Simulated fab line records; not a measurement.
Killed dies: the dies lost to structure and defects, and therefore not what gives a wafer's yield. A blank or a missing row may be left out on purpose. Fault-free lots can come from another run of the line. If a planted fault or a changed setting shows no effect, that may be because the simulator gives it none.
fab line records	flow n5Finfet	part 1 of 2: steps 1 to 20 of 28
record: lots: 5	wafers: 15	lastDay: 17
route steps=1938 shown MIM_BOT_ETCH@1869 PASS1_CAP@1873 TV_LITHO@1875 TV_OPEN@1887 PAD_METAL@1893
lots that met no fault: from a run of the same line without faults
startH: hours from the record's first day to the start of the lot's first wafer shown	waitH: time in hours since the lot's previous step	" the same as in the row above	L1.1+2: several wafers, shown together as one row	- no value, or no start given	* or withheld: withheld	< > ~ a bound
route shown NAME@n: names a module that has steps shown in the file, with the first one's number in the route	usual: average and standard deviation across the fault-free wafers	same: alike in all rows	chamber/n: place in a boat	sites: each site's reading	_std_site: the standard deviation of these	_edge_site: the outer-site mean with the inner-site mean subtracted	radiusMm: how far each site lies from the wafer's centre	mask NAME#n: copy n	behind: tool/chamber where the wafer was last shaped	hold: why the lot was held/for how many hours/how that ended	device: names the non-switching transistor (n, p or np)	end of line: tests run on the same wafers once the route is complete	a step without rows: its recipe alone	killed: count of dies lost to structure and defects at first sort (not the wafer's yield)	map: a wafer's dies, x killed, . not, _ none there
set.NAME: setting as actually run; set.NAME@STEP: the setting as run at that earlier step	model.NAME: the simulator's own value behind a step, which no gauge read
lots at some steps of the route; a table a step, a row a wafer
services: when a tool's chamber went out of use (startH, in hours from the record's first day, below 0 if earlier), for how many hours, and the reason
== steps ==
step: N5_MIM_BOT_ETCH_STRIP_01
recipe: chemistry: O2	powerW: 600	tempC: 60	pressureMtorr: 30	rfFrequencyHz: 6e+07	biasPowerW: 0	overashFraction: 0.5	o2FlowSccm: 225
usual: drypumpMotorCurrentA: 5.7/0.41	oesProductAu: 0.81/0.094	rfVppV: 3.8/1.2	showerheadPlenumPTorr: 2.09/0.041	throttleValvePct: 16.64/0.21
lot.wafer	tool	chamber	startH	waitH	drypumpMotorCurrentA	oesProductAu	rfHoursCounterH	rfVppV	showerheadPlenumPTorr	throttleValvePct
L078.2	rieDiel-05	0	322.47	0.2	6.2	0.68	223	2.1	2.09	17.10
L078.5	"	2	"	"	5.5	0.92	-	2.4	2.07	16.36
L078.6	"	1	"	"	5.3	0.70	-	4.8	2.06	16.96
L084.2	rieDiel-06	0	344.83	0.1	5.8	0.81	92	4.3	2.11	16.64
L084.3	"	1	"	"	5.8	0.78	95	2.8	2.09	16.36
L084.4	"	1	"	"	5.7	0.78	-	6.4	2.09	16.40
L085.2	rieDiel-02	3	369.71	0.5	6.4	0.83	91	6.5	2.20	16.64
L085.4	"	1	"	"	5.0	0.88	26	2.5	2.06	16.41
L085.5	"	1	"	"	5.0	0.89	-	5.3	2.06	16.41
L091.2	rieDiel-05	0	384.97	0.1	6.2	0.67	246	3.0	2.08	17.12
L091.3	"	2	"	"	5.5	0.86	31	2.4	2.06	16.43
L091.5	"	0	"	"	6.2	0.65	-	3.8	2.08	17.11
L092.1	rieDiel-06	1	393.67	0.1	5.8	0.76	113	5.6	2.09	16.46
L092.4	"	0	"	"	5.8	0.82	-	2.7	2.10	16.66
L092.5	"	2	"	"	6.3	1.02	-	2.4	2.05	16.46
step: N5_MIM_BOT_ETCH_STRIP_02
recipe: chemistry: postEtchResidueRemover	timeS: 1200	tempC: 72.5
usual: bathGuardTempC: 72.4/0.53
lot.wafer	tool	chamber	startH	waitH	bathGuardTempC
L078.2	wetBench-05	4	322.54	-	71.9
L078.5	"	0	"	"	72.2
L078.6	"	3	"	"	72.3
L084.2	wetBench-06	7	345.08	-	72.9
L084.3	"	1	"	"	72.8
L084.4	"	6	"	"	72.4
L085.2	wetBench-06	6	369.77	-	72.3
L085.4	"	1	"	"	72.8
L085.5	"	5	"	"	71.7
L091.2	wetBench-03	6	385.04	-	73.0
L091.3	"	0	"	"	72.3
L091.5	"	7	"	"	71.9
L092.1	wetBench-03	7	393.78	-	72.0
L092.4	"	4	"	"	72.7
L092.5	"	0	"	"	72.6
step: N5_MIM_BOT_ETCH_CLEAN_05
recipe: chemistry: IPA	timeS: 180	tempC: 25
lot.wafer	tool	chamber	startH	waitH
L078.2+5+6	wetBench-05	4,0,3	322.87	0.0
L084.2+3+4	wetBench-06	7,1,6	345.75	0.0
L085.2+4+5	wetBench-06	6,1,5	370.11	0.0
L091.2+3+5	wetBench-03	6,0,7	385.40	0.0
L092.1+4+5	wetBench-03	7,4,0	394.14	0.0
step: N5_MIM_BOT_ETCH_SRD_06
recipe: dry: ipaMarangoni	timeS: 30	tempC: 23	rinseLiquid: diw
lot.wafer	tool	chamber	startH	waitH
L078.2+5+6	wetBench-05	4,0,3	322.92	0.0
L084.2+3+4	wetBench-06	7,1,6	345.86	0.0
L085.2+4+5	wetBench-06	6,1,5	370.16	0.0
L091.2+3+5	wetBench-03	6,0,7	385.46	0.0
L092.1+4+5	wetBench-03	7,4,0	394.20	0.0
step: N5_PASSIVATION_PECVD_55
recipe: material: SiO2	targetThkA: 4000	tempC: 400	precursor: SiH4/N2O	pressureTorr: 2.7	rfW: 608	timeS: 22.5
usual: heaterPowerW: 648/69	showerheadPlenumPTorr: 8.18/0.13	showerheadVppV: 1540/51	throttleValvePct: 53.0/2.4
lot.wafer	tool	chamber	startH	waitH	heaterPowerW	showerheadPlenumPTorr	showerheadVppV	throttleValvePct
L078.2	pecvd-01	2	322.98	0.0	694	7.97	1530	52.4
L078.5	"	0	"	"	638	8.16	1634	55.9
L078.6	"	2	"	"	713	7.96	1502	52.4
L084.2	pecvd-04	2	345.92	0.0	635	8.02	1579	49.8
L084.3	"	1	"	"	659	8.28	1505	53.2
L084.4	"	2	"	"	663	8.03	1579	49.6
L085.2	pecvd-04	2	370.21	0.0	665	8.04	1534	50.0
L085.4	"	2	"	"	704	8.03	1557	49.8
L085.5	"	0	"	"	579	8.29	1533	55.7
L091.2	pecvd-04	0	385.51	0.0	565	8.30	1534	55.3
L091.3	"	1	"	"	621	8.29	1527	53.2
L091.5	"	1	"	"	632	8.28	1520	53.2
L092.1	pecvd-01	2	394.25	0.0	667	7.98	1530	52.8
L092.4	"	2	"	"	696	7.99	1536	52.9
L092.5	"	0	"	"	644	8.15	1601	56.4
step: N5_PASSIVATION_PECVD_01
recipe: material: SiNx	targetThkA: 2000	tempC: 400	precursor: SiH4/NH3/N2	pressureTorr: 4.9	rfW: 1406	timeS: 43.2
usual: heaterPowerW: 373/68	showerheadPlenumPTorr: 8.68/0.089	showerheadVppV: 2338/76	throttleValvePct: 30.0/1.3
lot.wafer	tool	chamber	startH	waitH	heaterPowerW	showerheadPlenumPTorr	showerheadVppV	throttleValvePct
L078.2	pecvd-01	2	323.01	0.0	385	8.55	2337	29.6
L078.5	"	0	"	"	416	8.67	2418	31.5
L078.6	"	2	"	"	396	8.54	2324	29.4
L084.2	pecvd-04	2	345.95	0.0	459	8.57	2369	28.5
L084.3	"	1	"	"	318	8.76	2257	30.2
L084.4	"	2	"	"	472	8.56	2367	28.1
L085.2	pecvd-04	2	370.24	0.0	457	8.60	2377	28.3
L085.4	"	2	"	"	458	8.57	2363	28.3
L085.5	"	0	"	"	195	8.76	2270	31.5
L091.2	pecvd-04	0	385.55	0.0	293	8.76	2308	31.3
L091.3	"	1	"	"	311	8.79	2265	29.9
L091.5	"	1	"	"	323	8.75	2293	30.1
L092.1	pecvd-01	2	394.28	0.0	419	8.55	2308	29.6
L092.4	"	2	"	"	427	8.55	2351	29.6
L092.5	"	0	"	"	418	8.66	2462	31.7
step: N5_PASSIVATION_HMDS_03
recipe: timeS: 60	tempC: 120
usual: exhaustPa: 45.0/0.91	heaterPowerTotalW: 196.9/2.1
lot.wafer	tool	chamber	startH	waitH	exhaustPa	heaterPowerTotalW
L078.2	lithoTrack-04	0	323.69	0.7	45.6	199.1
L078.5	"	0	"	"	45.3	197.4
L078.6	"	0	"	"	45.9	195.4
L084.2	lithoTrack-01	0	346.13	0.2	43.7	195.0
L084.3	"	0	"	"	43.9	194.3
L084.4	"	0	"	"	45.3	196.7
L085.2	lithoTrack-02	0	372.17	1.9	46.6	196.5
L085.4	"	0	"	"	45.3	193.9
L085.5	"	0	"	"	46.2	197.4
L091.2	lithoTrack-01	0	385.74	0.2	45.0	199.7
L091.3	"	0	"	"	46.3	199.8
L091.5	"	0	"	"	45.2	193.8
L092.1	lithoTrack-04	0	396.80	2.5	46.6	195.6
L092.4	"	0	"	"	45.2	196.3
L092.5	"	0	"	"	46.6	197.3
step: N5_PASSIVATION_COAT_04
recipe: spinRpm: *	resistThkNm: *
usual: exhaustPa: 45.1/0.84	spinSpeedRpm: *
lot.wafer	tool	chamber	startH	waitH	exhaustPa	spinSpeedRpm
L078.2	lithoTrack-04	0	-	-	44.9	*
L078.5	"	0	"	"	45.6	*
L078.6	"	0	"	"	44.8	*
L084.2	lithoTrack-01	0	-	-	45.1	*
L084.3	"	0	"	"	44.9	*
L084.4	"	0	"	"	42.8	*
L085.2	lithoTrack-02	0	-	-	45.8	*
L085.4	"	0	"	"	45.9	*
L085.5	"	0	"	"	47.0	*
L091.2	lithoTrack-01	0	-	-	44.8	*
L091.3	"	0	"	"	45.3	*
L091.5	"	0	"	"	45.3	*
L092.1	lithoTrack-04	0	-	-	45.7	*
L092.4	"	0	"	"	45.2	*
L092.5	"	0	"	"	45.5	*
step: N5_PASSIVATION_EBR_06
recipe: solvent: PGMEA	ebrWidthMm: 1.5
usual: exhaustPa: 44.9/0.98
lot.wafer	tool	chamber	startH	waitH	exhaustPa
L078.2	lithoTrack-04	0	-	-	44.4
L078.5	"	0	"	"	45.7
L078.6	"	0	"	"	44.4
L084.2	lithoTrack-01	0	-	-	45.4
L084.3	"	0	"	"	44.5
L084.4	"	0	"	"	44.9
L085.2	lithoTrack-02	0	-	-	44.3
L085.4	"	0	"	"	45.9
L085.5	"	0	"	"	45.8
L091.2	lithoTrack-01	0	-	-	44.5
L091.3	"	0	"	"	43.3
L091.5	"	0	"	"	43.4
L092.1	lithoTrack-04	0	-	-	44.3
L092.4	"	0	"	"	44.9
L092.5	"	0	"	"	46.3
step: N5_PASSIVATION_SOFTBAKE_05
recipe: tempC: 100	timeS: 90
usual: exhaustPa: 45.0/0.9	heaterPowerTotalW: 121.3/0.53
lot.wafer	tool	chamber	startH	waitH	exhaustPa	heaterPowerTotalW
L078.2	lithoTrack-04	0	-	-	46.5	121.8
L078.5	"	0	"	"	46.0	122.1
L078.6	"	0	"	"	46.5	120.9
L084.2	lithoTrack-01	0	-	-	44.4	120.8
L084.3	"	0	"	"	43.7	121.2
L084.4	"	0	"	"	46.1	121.3
L085.2	lithoTrack-02	0	-	-	46.0	121.6
L085.4	"	0	"	"	44.5	121.8
L085.5	"	0	"	"	45.8	121.1
L091.2	lithoTrack-01	0	-	-	45.9	121.7
L091.3	"	0	"	"	45.4	121.4
L091.5	"	0	"	"	44.3	120.5
L092.1	lithoTrack-04	0	-	-	44.5	121.9
L092.4	"	0	"	"	44.0	121.2
L092.5	"	0	"	"	43.7	120.8
step: N5_PASSIVATION_EXPOSE_07
recipe: maskId: TV	na: 0.55	sourceShape: conventional	sigmaOuter: 0.8	polarization: unpolarized	defocusNm: 0	targetCdNm: 3000	doseMj: 22.75
usual: exposureDoseMJCm2: 22.751/0.025
lot.wafer	tool	chamber	startH	waitH	mask	exposureDoseMJCm2
L078.2	krfScanner-02	0	323.81	-	TV#0	22.740
L078.5	"	0	"	"	TV#0	22.713
L078.6	"	0	"	"	TV#0	22.757
L084.2	krfScanner-01	0	346.37	-	TV#0	22.767
L084.3	"	0	"	"	TV#0	22.774
L084.4	"	0	"	"	TV#0	22.797
L085.2	krfScanner-02	0	372.41	-	TV#0	22.780
L085.4	"	0	"	"	TV#0	22.763
L085.5	"	0	"	"	TV#0	22.801
L091.2	krfScanner-02	0	385.85	-	TV#0	22.740
L091.3	"	0	"	"	TV#0	22.751
L091.5	"	0	"	"	TV#0	22.754
L092.1	krfScanner-02	0	397.03	-	TV#0	22.751
L092.4	"	0	"	"	TV#0	22.722
L092.5	"	0	"	"	TV#0	22.720
step: N5_PASSIVATION_PEB_08
recipe: pebTempC: withheld	pebTimeS: *
usual: exhaustPa: 45.1/0.86
lot.wafer	tool	chamber	startH	waitH	exhaustPa
L078.2	lithoTrack-04	0	323.86	0.0	46.8
L078.5	"	0	"	"	45.6
L078.6	"	0	"	"	44.8
L084.2	lithoTrack-04	0	346.42	0.0	45.1
L084.3	"	0	"	"	45.7
L084.4	"	0	"	"	44.0
L085.2	lithoTrack-02	0	372.46	0.0	46.0
L085.4	"	0	"	"	47.5
L085.5	"	0	"	"	46.0
L091.2	lithoTrack-02	0	385.90	0.0	45.0
L091.3	"	0	"	"	45.3
L091.5	"	0	"	"	45.4
L092.1	lithoTrack-02	0	397.09	0.1	44.9
L092.4	"	0	"	"	44.7
L092.5	"	0	"	"	45.3
step: N5_PASSIVATION_DEVELOP_09
recipe: developTimeS: 60	rinseLiquid: diw	dry: airSpin	devTempC: 21
usual: exhaustPa: 45.1/0.86
lot.wafer	tool	chamber	startH	waitH	exhaustPa
L078.2	lithoTrack-04	0	-	-	44.5
L078.5	"	0	"	"	45.8
L078.6	"	0	"	"	45.3
L084.2	lithoTrack-04	0	-	-	45.1
L084.3	"	0	"	"	42.8
L084.4	"	0	"	"	44.6
L085.2	lithoTrack-02	0	-	-	44.7
L085.4	"	0	"	"	44.9
L085.5	"	0	"	"	44.3
L091.2	lithoTrack-02	0	-	-	45.4
L091.3	"	0	"	"	44.9
L091.5	"	0	"	"	45.1
L092.1	lithoTrack-02	0	-	-	44.9
L092.4	"	0	"	"	47.1
L092.5	"	0	"	"	47.2
step: N5_PASSIVATION_HARDBAKE_11
recipe: tempC: 130	timeS: 120
usual: exhaustPa: 44.9/0.9	heaterPowerTotalW: 148.1/0.86
lot.wafer	tool	chamber	startH	waitH	exhaustPa	heaterPowerTotalW
L078.2	lithoTrack-04	0	-	-	44.3	147.2
L078.5	"	0	"	"	45.1	146.3
L078.6	"	0	"	"	43.4	148.7
L084.2	lithoTrack-04	0	-	-	44.1	148.9
L084.3	"	0	"	"	45.9	148.5
L084.4	"	0	"	"	44.5	148.3
L085.2	lithoTrack-02	0	-	-	44.2	148.9
L085.4	"	0	"	"	45.4	147.2
L085.5	"	0	"	"	44.7	148.6
L091.2	lithoTrack-02	0	-	-	45.7	146.6
L091.3	"	0	"	"	45.7	147.3
L091.5	"	0	"	"	45.2	149.2
L092.1	lithoTrack-02	0	-	-	44.9	146.2
L092.4	"	0	"	"	44.1	147.6
L092.5	"	0	"	"	45.0	148.6
step: N5_PASSIVATION_CD_MEAS_10
recipe: targetCdNm: 3000	landingEnergyEv: 500	detector: seInlens
usual: cdNm: 3000.0/2.4
same: landingEnergyEv: 500
lot.wafer	tool	chamber	startH	waitH	cdNm
L078.2	cdSem-01	0	323.98	-	3001.2
L078.5	"	0	"	"	2999.8
L078.6	"	0	"	"	3003.7
L084.2	cdSem-01	0	346.54	-	2996.9
L084.3	"	0	"	"	2997.4
L084.4	"	0	"	"	2997.3
L085.2	cdSem-03	0	372.58	-	3000.3
L085.4	"	0	"	"	3002.4
L085.5	"	0	"	"	3003.2
L091.2	cdSem-03	0	386.02	-	3001.0
L091.3	"	0	"	"	2999.8
L091.5	"	0	"	"	3001.1
L092.1	cdSem-03	0	397.21	-	3001.4
L092.4	"	0	"	"	3002.1
L092.5	"	0	"	"	3000.1
step: N5_PASSIVATION_OVL_MEAS_60
recipe: pointsPerWafer: 44
usual: TV_OVL: -5/5.3
same: pointsPerWafer: 44
lot.wafer	tool	chamber	startH	waitH	TV_OVL[nm]
L078.2	overlay-02	0	324.01	0.0	-8
L078.5	"	0	"	"	-6
L078.6	"	0	"	"	-1
L084.2	overlay-01	0	346.57	0.0	-11
L084.3	"	0	"	"	-6
L084.4	"	0	"	"	-4
L085.2	overlay-01	0	372.61	0.0	-3
L085.4	"	0	"	"	1
L085.5	"	0	"	"	-2
L091.2	overlay-01	0	386.05	0.0	-9
L091.3	"	0	"	"	-8
L091.5	"	0	"	"	-7
L092.1	overlay-01	0	397.24	0.0	-7
L092.4	"	0	"	"	0
L092.5	"	0	"	"	-2
step: N5_PASSIVATION_INSPECT_61
recipe: mode: adi	inspectInstrument: macro
usual: rawDefectCount: 1.8/1.4
lot.wafer	tool	chamber	startH	waitH	rawDefectCount
L078.2	defectInspect-01	-	324.03	0.0	1
L078.5	"	-	"	"	1
L078.6	"	-	"	"	2
L084.2	defectInspect-02	-	346.60	0.0	0
L084.3	"	-	"	"	2
L084.4	"	-	"	"	3
L085.2	defectInspect-02	-	372.63	0.0	2
L085.4	"	-	"	"	1
L085.5	"	-	"	"	2
L091.2	defectInspect-01	-	386.08	0.0	1
L091.3	"	-	"	"	0
L091.5	"	-	"	"	1
L092.1	defectInspect-01	-	397.26	0.0	4
L092.4	"	-	"	"	1
L092.5	"	-	"	"	2
step: N5_PASSIVATION_DESCUM_12
recipe: chemistry: O2	timeS: 7.9	sourcePowerW: 50	biasPowerW: 20	pressureMtorr: 20	rfFrequencyHz: 2.712e+07	tempC: 40	o2FlowSccm: 225
usual: drypumpMotorCurrentA: 5.8/0.51	oesProductAu: 0.76/0.09	rfVppV: 243.0/1.4	showerheadPlenumPTorr: 2.08/0.069	throttleValvePct: 20.5/0.31
lot.wafer	tool	chamber	startH	waitH	drypumpMotorCurrentA	oesProductAu	rfHoursCounterH	rfVppV	showerheadPlenumPTorr	throttleValvePct
L078.2	rieDiel-01	1	324.34	0.3	6.2	0.68	234	240.9	1.97	20.6
L078.5	"	0	"	"	6.1	0.86	-	241.2	2.04	20.0
L078.6	"	1	"	"	6.2	0.68	-	241.7	1.97	20.6
L084.2	rieDiel-01	1	346.63	0.0	6.3	0.68	240	240.8	1.96	20.6
L084.3	"	2	"	"	5.7	0.71	217	243.5	2.14	20.6
L084.4	"	3	"	"	6.2	0.71	219	242.9	2.17	20.3
L085.2	rieDiel-01	1	372.71	0.1	6.2	0.67	248	240.3	1.96	20.6
L085.4	"	3	"	"	6.2	0.70	-	245.9	2.16	20.3
L085.5	"	1	"	"	6.3	0.67	-	240.0	1.96	20.6
L091.2	rieDiel-04	2	386.11	0.0	5.2	0.83	60	243.5	2.04	20.3
L091.3	"	0	"	"	5.9	0.96	13	242.8	2.14	19.8
L091.5	"	3	"	"	5.9	0.70	-	242.9	2.05	20.6
L092.1	rieDiel-04	0	397.48	0.2	5.9	0.94	17	244.2	2.14	19.8
L092.4	"	2	"	"	5.2	0.83	63	241.0	2.03	20.3
L092.5	"	0	"	"	5.9	0.94	-	244.3	2.14	19.8
step: N5_PASSIVATION_PASS_ETCH_74
recipe: chemistry: CF4/O2	target: SiNx	targetDepthA: 2200	timeS: 110	ionEnergyEv: 100	pressureMtorr: 40	sourceW: 535	biasW: 49	Ar_flow_sccm: 100	cf4FlowSccm: 100	O2_flow_sccm: 10
usual: cf4FlowSccm: 100.0/0.31	drypumpMotorCurrentA: 5.8/0.51	oesProductAu: 0.76/0.086	rfVppV: 242/3.9	showerheadPlenumPTorr: 2.19/0.066	throttleValvePct: 16.1/0.3
lot.wafer	tool	chamber	startH	waitH	cf4FlowSccm	drypumpMotorCurrentA	oesProductAu	rfHoursCounterH	rfVppV	showerheadPlenumPTorr	throttleValvePct
L078.2	rieDiel-01	1	324.40	0.0	99.5	6.2	0.67	234	243	2.10	16.3
L078.5	"	0	"	"	100.3	6.1	0.84	-	247	2.15	15.6
L078.6	"	1	"	"	100.3	6.2	0.67	-	242	2.10	16.3
L084.2	rieDiel-01	1	346.70	0.0	99.9	6.2	0.68	240	241	2.09	16.3
L084.3	"	2	"	"	100.6	5.7	0.72	217	233	2.26	16.2
L084.4	"	3	"	"	99.7	6.2	0.74	219	239	2.28	15.9
L085.2	rieDiel-01	1	372.78	0.0	99.5	6.3	0.67	248	243	2.09	16.3
L085.4	"	3	"	"	100.2	6.2	0.73	-	240	2.27	15.9
L085.5	"	1	"	"	100.2	6.2	0.66	-	242	2.09	16.3
L091.2	rieDiel-04	2	386.17	0.0	99.8	5.2	0.84	60	240	2.16	15.9
L091.3	"	0	"	"	99.9	5.9	0.93	13	246	2.26	15.5
L091.5	"	3	"	"	99.5	5.9	0.69	-	245	2.17	16.2
L092.1	rieDiel-04	0	397.55	0.0	100.2	5.9	0.93	17	244	2.25	15.5
L092.4	"	2	"	"	100.3	5.2	0.84	63	242	2.16	15.9
L092.5	"	0	"	"	100.3	5.9	0.92	-	246	2.25	15.5
step: N5_PASSIVATION_VIA_ETCH_13
recipe: chemistry: CHF3/O2	target: SiO2	targetDepthA: 6600	CHF3_flow_sccm: 50	O2_flow_sccm: 5	Ar_flow_sccm: 200	timeS: 330	maskMaterial: PR	pressureMtorr: 30	sourceW: 650	biasW: 170	ionEnergyEv: 200	ends: cleared
usual: CHF3_flow_sccm: 50.00/0.15	drypumpMotorCurrentA: 5.8/0.5	etchRfOnTimeS: 235/5.6	oesProductAu: 0.69/0.079	rfVppV: 526/7.7	showerheadPlenumPTorr: 2.40/0.076	throttleValvePct: 19.0/0.3
lot.wafer	tool	chamber	startH	waitH	CHF3_flow_sccm	drypumpMotorCurrentA	etchRfOnTimeS	oesProductAu	rfHoursCounterH	rfVppV	showerheadPlenumPTorr	throttleValvePct
L078.2	rieDiel-01	1	324.50	0.0	49.81	6.2	233	0.61	234	525	2.29	19.2
L078.5	"	0	"	"	50.15	6.1	237	0.77	-	536	2.35	18.5
L078.6	"	1	"	"	50.00	6.2	241	0.61	-	524	2.29	19.2
L084.2	rieDiel-01	1	346.79	0.0	50.08	6.2	232	0.61	240	526	2.28	19.2
L084.3	"	2	"	"	50.01	5.7	242	0.64	217	511	2.49	19.2
L084.4	"	3	"	"	49.87	6.2	235	0.65	219	524	2.49	18.8
L085.2	rieDiel-01	1	372.87	0.0	50.08	6.2	234	0.61	248	527	2.28	19.2
L085.4	"	3	"	"	49.85	6.2	228	0.66	-	524	2.48	18.8
L085.5	"	1	"	"	50.06	6.3	232	0.61	-	527	2.28	19.2
L091.2	rieDiel-04	2	386.27	0.0	49.71	5.2	229	0.76	60	523	2.36	18.8
L091.3	"	0	"	"	49.86	5.9	227	0.85	13	534	2.48	18.4
L091.5	"	3	"	"	49.94	5.9	231	0.63	-	533	2.38	19.2
L092.1	rieDiel-04	0	397.64	0.0	49.87	5.9	229	0.84	17	533	2.48	18.4
L092.4	"	2	"	"	49.83	5.3	238	0.74	63	525	2.36	18.8
L092.5	"	0	"	"	49.80	5.9	235	0.84	-	535	2.48	18.4
